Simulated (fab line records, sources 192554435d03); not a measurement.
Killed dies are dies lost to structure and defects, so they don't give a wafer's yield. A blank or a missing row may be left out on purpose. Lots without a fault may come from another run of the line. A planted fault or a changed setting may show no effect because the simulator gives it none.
Which tool did it? | flow n5_finfet | 24 lots, 72 wafers sampled, at 6 steps of a route of 1938

WHAT THE GAUGES READ, wafer by wafer
N5_BEOL_M1_THK_MEAS_53: measures by xrf. Usual: M1_THK 39.3 nm, standard deviation 1.4.
lot  | measured     | on            | M1_THK (nm)    | flag
L074 | day 6 11:37  | film_metro-01 | 39.4 38.6 38.5 |
L075 | day 6 21:54  | film_metro-01 | 39.0 40.6 41.3 |
L076 | day 7 10:45  | film_metro-02 | 36.6 37.9 38.4 |
L077 | day 7 13:40  | film_metro-02 | 38.9 37.1 37.1 |
L078 | day 7 15:32  | film_metro-02 | 38.2 40.7 40.5 |
L079 | day 7 20:25  | film_metro-01 | 41.1 37.1 40.9 |
L080 | day 8 04:38  | film_metro-02 | 39.6 39.4 39.4 |
L081 | day 8 04:09  | film_metro-02 | 37.8 38.9 39.6 |
L082 | day 8 14:13  | film_metro-02 | 40.5 40.0 39.6 |
L083 | day 8 18:13  | film_metro-02 | 40.0 38.9 41.7 |
L084 | day 9 02:50  | film_metro-01 | 39.0 41.8 39.3 |
L085 | day 9 13:19  | film_metro-02 | 39.0 35.1 35.4 |
L086 | day 9 13:17  | film_metro-01 | 39.2 39.9 40.7 |
L088 | day 9 23:02  | film_metro-01 | 40.0 41.7 39.6 |
L087 | day 10 10:34 | film_metro-01 | 38.3 38.8 40.1 |
L089 | day 10 13:37 | film_metro-02 | 38.4 38.5 37.0 |
L090 | day 10 13:59 | film_metro-02 | 39.2 40.1 39.9 |
L092 | day 10 16:18 | film_metro-02 | 38.1 37.5 37.2 |
L091 | day 10 18:20 | film_metro-02 | 39.6 40.1 40.5 |
L093 | day 11 04:29 | film_metro-02 | 37.8 40.1 40.5 |
L094 | day 11 07:15 | film_metro-01 | 38.9 39.7 42.6 |
L095 | day 11 17:34 | film_metro-02 | 40.0 39.1 40.3 |
L096 | day 12 04:34 | film_metro-02 | 40.7 40.3 38.8 |
L097 | day 12 06:09 | film_metro-01 | 36.6 37.8 42.1 |

WHICH TOOL RAN EACH LOT (tool, then ch and the chambers of the sampled wafers, then the start)
lot  | N5_BEOL_M1_STRIP_66                | N5_BEOL_M1_STRIP_19                | N5_BEOL_M1_STRIP_97                           | N5_BEOL_M1_SURFACE_TREAT_85  | N5_BEOL_M1_SPUTTER_88
L074 | rie_diel-02 ch 0,2,3, day 6 03:26  | rie_diel-03 ch 0,1,3, day 6 03:35  | rie_diel-04 ch 1,2,3, day 6 08:47 or earlier  | pvd_sputter-03, day 6 08:47  | pvd_sputter-01, day 6 09:57
L075 | rie_diel-02 ch 0,1, day 6 16:03    | rie_diel-03 ch 2,3, day 6 16:12    | rie_diel-02 ch 0,1, day 6 19:07 or earlier    | pvd_sputter-02, day 6 19:07  | pvd_sputter-01, day 6 20:14
L076 | rie_diel-02 ch 1,2,3, day 6 22:40  | rie_diel-04 ch 0,1,3, day 6 22:55  | rie_diel-03 ch 2,3, day 7 07:54 or earlier    | pvd_sputter-02, day 7 07:54  | pvd_sputter-01, day 7 09:04
L077 | rie_diel-04 ch 0,2,3, day 6 22:52  | rie_diel-02 ch 0,3, day 6 23:05    | rie_diel-02 ch 0,2, day 7 10:52 or earlier    | pvd_sputter-03, day 7 10:52  | pvd_sputter-02, day 7 11:59
L078 | rie_diel-02 ch 0,3, day 6 23:23    | rie_diel-04 ch 0,1,2, day 6 23:32  | rie_diel-04 ch 0,3, day 7 10:54 or earlier    | pvd_sputter-02, day 7 10:54  | pvd_sputter-02, day 7 13:52
L079 | rie_diel-04 ch 0,2,3, day 7 09:29  | rie_diel-04 ch 0,3, day 7 09:38    | rie_diel-02 ch 0,1,2, day 7 17:35 or earlier  | pvd_sputter-02, day 7 17:35  | pvd_sputter-01, day 7 18:41
L080 | rie_diel-04 ch 0,1, day 7 21:52    | rie_diel-02 ch 1,2, day 7 22:01    | rie_diel-03 ch 0,1,3, day 8 01:22 or earlier  | pvd_sputter-02, day 8 01:22  | pvd_sputter-01, day 8 02:44
L081 | rie_diel-03 ch 0,2, day 7 22:02    | rie_diel-03 ch 0,2,3, day 7 22:17  | rie_diel-02 ch 0,1,2, day 8 01:14 or earlier  | pvd_sputter-02, day 8 01:14  | pvd_sputter-02, day 8 02:20
L082 | rie_diel-03 ch 0,2, day 8 05:05    | rie_diel-04 ch 0,1,3, day 8 05:15  | rie_diel-04 ch 1,2, day 8 11:07 or earlier    | pvd_sputter-02, day 8 11:07  | pvd_sputter-02, day 8 12:32
L083 | rie_diel-02 ch 1,2,3, day 8 05:16  | rie_diel-03 ch 2,3, day 8 05:30    | rie_diel-04 ch 1,3, day 8 15:14 or earlier    | pvd_sputter-02, day 8 15:14  | pvd_sputter-01, day 8 16:33
L084 | rie_diel-03 ch 0,1, day 8 21:14    | rie_diel-03 ch 0,1, day 8 21:31    | rie_diel-02 ch 1,2, day 9 00:01 or earlier    | pvd_sputter-03, day 9 00:01  | pvd_sputter-02, day 9 01:10
L085 | rie_diel-03 ch 0,1,2, day 9 02:56  | rie_diel-02 ch 0,1,3, day 9 03:05  | rie_diel-02 ch 0,1,3, day 9 10:32 or earlier  | pvd_sputter-03, day 9 10:32  | pvd_sputter-03, day 9 11:38
L086 | rie_diel-03 ch 0,1,2, day 9 05:53  | rie_diel-03 ch 0,2,3, day 9 06:02  | rie_diel-03 ch 0,1,2, day 9 10:30 or earlier  | pvd_sputter-03, day 9 10:30  | pvd_sputter-02, day 9 11:37
L088 | rie_diel-03 ch 1,2,3, day 9 14:14  | rie_diel-02 ch 0,2,3, day 9 14:23  | rie_diel-04 ch 0,2,3, day 9 19:23 or earlier  | pvd_sputter-03, day 9 19:23  | pvd_sputter-01, day 9 21:16
L087 | rie_diel-04 ch 1,2,3, day 9 15:54  | rie_diel-02 ch 1,3, day 9 16:03    | rie_diel-02 ch 0,2,3, day 10 07:48 or earlier | pvd_sputter-03, day 10 07:48 | pvd_sputter-02, day 10 08:54
L089 | rie_diel-03 ch 0,1,3, day 10 02:29 | rie_diel-03 ch 0,1,3, day 10 02:38 | rie_diel-04 ch 0,1,2, day 10 10:51 or earlier | pvd_sputter-03, day 10 10:51 | pvd_sputter-01, day 10 11:58
L090 | rie_diel-02 ch 0,2,3, day 10 03:02 | rie_diel-04 ch 1,2, day 10 03:11   | rie_diel-02 ch 0,1,3, day 10 10:52 or earlier | pvd_sputter-01, day 10 10:52 | pvd_sputter-03, day 10 12:10
L092 | rie_diel-02 ch 1,2,3, day 10 08:54 | rie_diel-03 ch 0,2,3, day 10 09:03 | rie_diel-03 ch 1,3, day 10 13:28 or earlier   | pvd_sputter-03, day 10 13:28 | pvd_sputter-03, day 10 14:38
L091 | rie_diel-03 ch 0,1,2, day 10 08:54 | rie_diel-03 ch 0,1,3, day 10 09:05 | rie_diel-04 ch 0,1,2, day 10 15:29 or earlier | pvd_sputter-02, day 10 15:29 | pvd_sputter-02, day 10 16:40
L093 | rie_diel-02 ch 2,3, day 10 21:32   | rie_diel-04 ch 0,1,3, day 10 21:56 | rie_diel-02 ch 0,1,3, day 11 01:34 or earlier | pvd_sputter-03, day 11 01:34 | pvd_sputter-01, day 11 02:40
L094 | rie_diel-04 ch 0,3, day 11 00:44   | rie_diel-04 ch 0,1,3, day 11 00:53 | rie_diel-04 ch 0,3, day 11 04:28 or earlier   | pvd_sputter-01, day 11 04:28 | pvd_sputter-01, day 11 05:35
L095 | rie_diel-03 ch 0,1,3, day 11 07:55 | rie_diel-03 ch 1,2,3, day 11 08:05 | rie_diel-04 ch 0,1,3, day 11 14:19 or earlier | pvd_sputter-03, day 11 14:19 | pvd_sputter-03, day 11 15:41
L096 | rie_diel-03 ch 1,2,3, day 11 17:44 | rie_diel-03 ch 0,1,2, day 11 17:59 | rie_diel-04 ch 0,1,3, day 12 01:29 or earlier | pvd_sputter-03, day 12 01:29 | pvd_sputter-02, day 12 02:37
L097 | rie_diel-04 ch 0,2, day 11 23:03   | rie_diel-02 ch 0,2, day 11 23:17   | rie_diel-02 ch 1,3, day 12 02:11 or earlier   | pvd_sputter-03, day 12 02:11 | pvd_sputter-01, day 12 04:29
- N5_BEOL_M1_STRIP_66: strips in CF4.
- N5_BEOL_M1_STRIP_19: strips in O2.
- N5_BEOL_M1_STRIP_97: strips in N2/H2, time 10 s.
- N5_BEOL_M1_SURFACE_TREAT_85
- N5_BEOL_M1_SPUTTER_88: material Cu, target thk 4.5 nm, time 8.29 s.

WHAT THE TOOLS THEMSELVES READ (means of the sampled wafers that have a number; where no wafer has one, the mark that the record gives instead)
N5_BEOL_M1_STRIP_66. Usual: cf4_flow_sccm 150.0 sccm, standard deviation 0.43; drypump_motor_current_A 5.9 A, standard deviation 0.52; oes_product_au 0.73 a.u., standard deviation 0.059; rf_fwd_power_W 292.5 W, standard deviation 0.94; rf_vpp_V 270.9 V, standard deviation 1.6; showerhead_plenum_p_Torr 1.79 Torr, standard deviation 0.062; throttle_valve_pct 13.65 %, standard deviation 0.16.
lot  | tool        | cf4_flow_sccm (sccm) | drypump_motor_current_A (A) | oes_product_au (a.u.) | rf_fwd_power_W (W) | rf_vpp_V (V) | showerhead_plenum_p_Torr (Torr) | throttle_valve_pct (%) | flag
L074 | rie_diel-02 | 150.1                | 5.9                         | 0.74                  | 293.0              | 272.2        | 1.85                            | 13.61                  |
L075 | rie_diel-02 | 149.6                | 5.4                         | 0.79                  | 293.9              | 272.0        | 1.83                            | 13.47                  |
L076 | rie_diel-02 | 150.1                | 6.3                         | 0.72                  | 292.4              | 270.7        | 1.79                            | 13.65                  |
L077 | rie_diel-04 | 150.1                | 5.9                         | 0.72                  | 291.6              | 269.8        | 1.79                            | 13.71                  |
L078 | rie_diel-02 | 149.7                | 6.1                         | 0.72                  | 292.1              | 271.9        | 1.85                            | 13.71                  |
L079 | rie_diel-04 | 149.9                | 5.9                         | 0.72                  | 292.2              | 270.6        | 1.79                            | 13.72                  |
L080 | rie_diel-04 | 149.9                | 6.1                         | 0.72                  | 292.1              | 271.6        | 1.81                            | 13.76                  |
L081 | rie_diel-03 | 150.2                | 5.5                         | 0.71                  | 292.4              | 271.3        | 1.76                            | 13.60                  |
L082 | rie_diel-03 | 150.0                | 5.7                         | 0.69                  | 292.3              | 270.0        | 1.73                            | 13.69                  |
L083 | rie_diel-02 | 149.8                | 6.3                         | 0.72                  | 292.3              | 271.2        | 1.79                            | 13.66                  |
L084 | rie_diel-03 | 150.2                | 6.3                         | 0.70                  | 293.1              | 270.1        | 1.75                            | 13.74                  |
L085 | rie_diel-03 | 149.5                | 5.9                         | 0.70                  | 292.4              | 270.4        | 1.75                            | 13.68                  |
L086 | rie_diel-03 | 149.5                | 5.9                         | 0.70                  | 291.6              | 270.2        | 1.75                            | 13.69                  |
L088 | rie_diel-03 | 149.7                | 5.7                         | 0.72                  | 293.3              | 269.3        | 1.75                            | 13.65                  |
L087 | rie_diel-04 | 149.8                | 5.8                         | 0.71                  | 292.5              | 271.5        | 1.83                            | 13.65                  |
L089 | rie_diel-03 | 149.9                | 5.9                         | 0.70                  | 292.6              | 269.0        | 1.72                            | 13.75                  |
L090 | rie_diel-02 | 150.5                | 6.0                         | 0.81                  | 292.6              | 271.8        | 1.84                            | 13.49                  |
L092 | rie_diel-02 | 150.1                | 6.3                         | 0.80                  | 292.7              | 271.1        | 1.79                            | 13.51                  |
L091 | rie_diel-03 | 149.9                | 5.9                         | 0.69                  | 292.0              | 269.5        | 1.75                            | 13.69                  |
L093 | rie_diel-02 | 150.3                | 6.3                         | 0.79                  | 291.0              | 271.2        | 1.81                            | 13.54                  |
L094 | rie_diel-04 | 150.1                | 6.1                         | 0.69                  | 292.2              | 270.2        | 1.80                            | 13.76                  |
L095 | rie_diel-03 | 150.2                | 5.9                         | 0.79                  | 292.2              | 271.9        | 1.79                            | 13.59                  |
L096 | rie_diel-03 | 149.8                | 5.7                         | 0.70                  | 292.3              | 270.6        | 1.75                            | 13.69                  |
L097 | rie_diel-04 | 150.0                | 6.0                         | 0.70                  | 292.0              | 270.5        | 1.74                            | 13.91                  |

N5_BEOL_M1_STRIP_19. Usual: drypump_motor_current_A 5.9 A, standard deviation 0.5; oes_product_au 0.74 a.u., standard deviation 0.068; rf_vpp_V 3.6 V, standard deviation 0.48; showerhead_plenum_p_Torr 2.08 Torr, standard deviation 0.084; throttle_valve_pct 16.73 %, standard deviation 0.16.
lot  | tool        | drypump_motor_current_A (A) | oes_product_au (a.u.) | rf_vpp_V (V) | showerhead_plenum_p_Torr (Torr) | throttle_valve_pct (%) | flag
L074 | rie_diel-03 | 5.9                         | 0.74                  | 3.4          | 2.03                            | 16.82                  |
L075 | rie_diel-03 | 5.3                         | 0.73                  | 3.2          | 2.04                            | 16.72                  |
L076 | rie_diel-04 | 6.1                         | 0.72                  | 4.4          | 2.12                            | 16.75                  |
L077 | rie_diel-02 | 6.1                         | 0.72                  | 3.8          | 2.19                            | 16.84                  |
L078 | rie_diel-04 | 5.9                         | 0.74                  | 3.4          | 2.08                            | 16.73                  |
L079 | rie_diel-04 | 6.1                         | 0.71                  | 3.5          | 2.12                            | 16.80                  |
L080 | rie_diel-02 | 6.2                         | 0.75                  | 3.2          | 2.03                            | 16.53                  |
L081 | rie_diel-03 | 5.5                         | 0.72                  | 3.8          | 2.02                            | 16.71                  |
L082 | rie_diel-04 | 6.1                         | 0.72                  | 3.9          | 2.11                            | 16.79                  |
L083 | rie_diel-03 | 5.3                         | 0.72                  | 3.2          | 2.05                            | 16.62                  |
L084 | rie_diel-03 | 6.1                         | 0.70                  | 3.8          | 2.01                            | 16.83                  |
L085 | rie_diel-02 | 6.0                         | 0.85                  | 3.7          | 2.13                            | 16.57                  |
L086 | rie_diel-03 | 5.5                         | 0.71                  | 3.7          | 2.01                            | 16.72                  |
L088 | rie_diel-02 | 6.0                         | 0.83                  | 3.9          | 2.15                            | 16.58                  |
L087 | rie_diel-02 | 6.4                         | 0.90                  | 3.7          | 2.11                            | 16.56                  |
L089 | rie_diel-03 | 5.9                         | 0.71                  | 3.7          | 2.02                            | 16.87                  |
L090 | rie_diel-04 | 5.6                         | 0.74                  | 3.4          | 2.12                            | 16.69                  |
L092 | rie_diel-03 | 5.5                         | 0.71                  | 3.4          | 2.01                            | 16.73                  |
L091 | rie_diel-03 | 5.9                         | 0.70                  | 2.9          | 2.02                            | 16.89                  |
L093 | rie_diel-04 | 6.1                         | 0.71                  | 3.5          | 2.11                            | 16.82                  |
L094 | rie_diel-04 | 6.1                         | 0.70                  | 3.5          | 2.11                            | 16.81                  |
L095 | rie_diel-03 | 5.7                         | 0.70                  | 4.0          | 2.05                            | 16.82                  |
L096 | rie_diel-03 | 5.9                         | 0.79                  | 3.3          | 2.13                            | 16.63                  |
L097 | rie_diel-02 | 5.4                         | 0.75                  | 3.7          | 2.16                            | 16.63                  |

N5_BEOL_M1_STRIP_97. Usual: drypump_motor_current_A 5.9 A, standard deviation 0.49; h2_flow_sccm 200.1 sccm, standard deviation 0.57; oes_product_au 0.74 a.u., standard deviation 0.061; rf_vpp_V 59.2 V, standard deviation 0.91; showerhead_plenum_p_Torr 2.54 Torr, standard deviation 0.094; throttle_valve_pct 23.53 %, standard deviation 0.16.
lot  | tool        | drypump_motor_current_A (A) | h2_flow_sccm (sccm) | oes_product_au (a.u.) | rf_vpp_V (V) | showerhead_plenum_p_Torr (Torr) | throttle_valve_pct (%) | flag
L074 | rie_diel-04 | 5.8                         | 200.0               | 0.74                  | 59.7         | 2.60                            | 23.45                  |
L075 | rie_diel-02 | 5.8                         | 200.1               | 0.78                  | 58.4         | 2.52                            | 23.50                  |
L076 | rie_diel-03 | 5.3                         | 199.8               | 0.73                  | 59.0         | 2.45                            | 23.67                  |
L077 | rie_diel-02 | 5.4                         | 199.9               | 0.79                  | 59.9         | 2.62                            | 23.43                  |
L078 | rie_diel-04 | 6.1                         | 200.4               | 0.72                  | 59.1         | 2.55                            | 23.39                  |
L079 | rie_diel-02 | 5.8                         | 200.3               | 0.77                  | 58.2         | 2.54                            | 23.45                  |
L080 | rie_diel-03 | 5.9                         | 200.1               | 0.71                  | 59.4         | 2.44                            | 23.60                  |
L081 | rie_diel-02 | 5.8                         | 200.2               | 0.76                  | 59.5         | 2.54                            | 23.46                  |
L082 | rie_diel-04 | 5.8                         | 200.3               | 0.73                  | 59.0         | 2.60                            | 23.63                  |
L083 | rie_diel-04 | 6.0                         | 200.6               | 0.72                  | 59.6         | 2.64                            | 23.57                  |
L084 | rie_diel-02 | 6.2                         | 200.0               | 0.74                  | 59.3         | 2.47                            | 23.47                  |
L085 | rie_diel-02 | 6.0                         | 200.4               | 0.84                  | 58.8         | 2.56                            | 23.48                  |
L086 | rie_diel-03 | 5.9                         | 199.7               | 0.71                  | 58.1         | 2.48                            | 23.64                  |
L088 | rie_diel-04 | 5.9                         | 200.2               | 0.72                  | 58.5         | 2.51                            | 23.48                  |
L087 | rie_diel-02 | 5.9                         | 200.0               | 0.82                  | 58.7         | 2.59                            | 23.45                  |
L089 | rie_diel-04 | 5.9                         | 199.8               | 0.72                  | 58.7         | 2.51                            | 23.64                  |
L090 | rie_diel-02 | 6.0                         | 200.0               | 0.83                  | 59.6         | 2.56                            | 23.50                  |
L092 | rie_diel-03 | 6.1                         | 199.6               | 0.70                  | 59.4         | 2.47                            | 23.56                  |
L091 | rie_diel-04 | 5.9                         | 199.8               | 0.71                  | 60.0         | 2.51                            | 23.65                  |
L093 | rie_diel-02 | 6.0                         | 199.9               | 0.82                  | 59.8         | 2.56                            | 23.51                  |
L094 | rie_diel-04 | 6.1                         | 200.1               | 0.70                  | 59.0         | 2.54                            | 23.43                  |
L095 | rie_diel-04 | 6.1                         | 200.1               | 0.70                  | 59.2         | 2.54                            | 23.58                  |
L096 | rie_diel-04 | 6.1                         | 200.8               | 0.69                  | 60.0         | 2.54                            | 23.59                  |
L097 | rie_diel-02 | 6.5                         | 199.7               | 0.85                  | 59.3         | 2.54                            | 23.48                  |

N5_BEOL_M1_SPUTTER_88. Usual: chuck_sensor_temp_C -16.05 C, standard deviation 0.3; throttle_valve_pct 30.1 %, standard deviation 1.3.
lot  | tool           | chuck_sensor_temp_C (C) | throttle_valve_pct (%) | flag
L074 | pvd_sputter-01 | -16.25                  | 29.0                   |
L075 | pvd_sputter-01 | -16.04                  | 29.6                   |
L076 | pvd_sputter-01 | -16.26                  | 29.1                   |
L077 | pvd_sputter-02 | -16.18                  | 31.1                   |
L078 | pvd_sputter-02 | -15.92                  | 30.9                   |
L079 | pvd_sputter-01 | -15.91                  | 30.1                   |
L080 | pvd_sputter-01 | -16.07                  | 29.6                   |
L081 | pvd_sputter-02 | -16.19                  | 31.0                   |
L082 | pvd_sputter-02 | -16.22                  | 31.0                   |
L083 | pvd_sputter-01 | -15.96                  | 30.4                   |
L084 | pvd_sputter-02 | -15.91                  | 30.9                   |
L085 | pvd_sputter-03 | -15.89                  | 29.3                   |
L086 | pvd_sputter-02 | -16.14                  | 30.8                   |
L088 | pvd_sputter-01 | -16.25                  | 29.1                   |
L087 | pvd_sputter-02 | -15.94                  | 30.9                   |
L089 | pvd_sputter-01 | -15.93                  | 30.0                   |
L090 | pvd_sputter-03 | -16.07                  | 29.2                   |
L092 | pvd_sputter-03 | -15.77                  | 29.3                   |
L091 | pvd_sputter-02 | -16.13                  | 30.9                   |
L093 | pvd_sputter-01 | -16.16                  | 29.1                   |
L094 | pvd_sputter-01 | -16.16                  | 29.9                   |
L095 | pvd_sputter-03 | -16.07                  | 29.2                   |
L096 | pvd_sputter-02 | -16.19                  | 30.8                   |
L097 | pvd_sputter-01 | -16.06                  | 30.0                   |

THE ANSWER, worked out from the rows above alone
Rule: a lot is off if the mean of its wafers that have a number lies more than 3 standard deviations from the usual mean. A lot without any number at a reading at which 4 lots or more have one is off too. The other lots that the step has rows for count as sound. The gauges are gone through in route order, then the tools' own readings, and for those a lot's mean is taken as printed above. The first step at which some lot is off is used, and at that step the reading that is off furthest; a lot without a number counts as furthest.
No lot is off at any reading shown: from this, nothing can be told.

WHAT THE SIMULATOR HAD PUT IN
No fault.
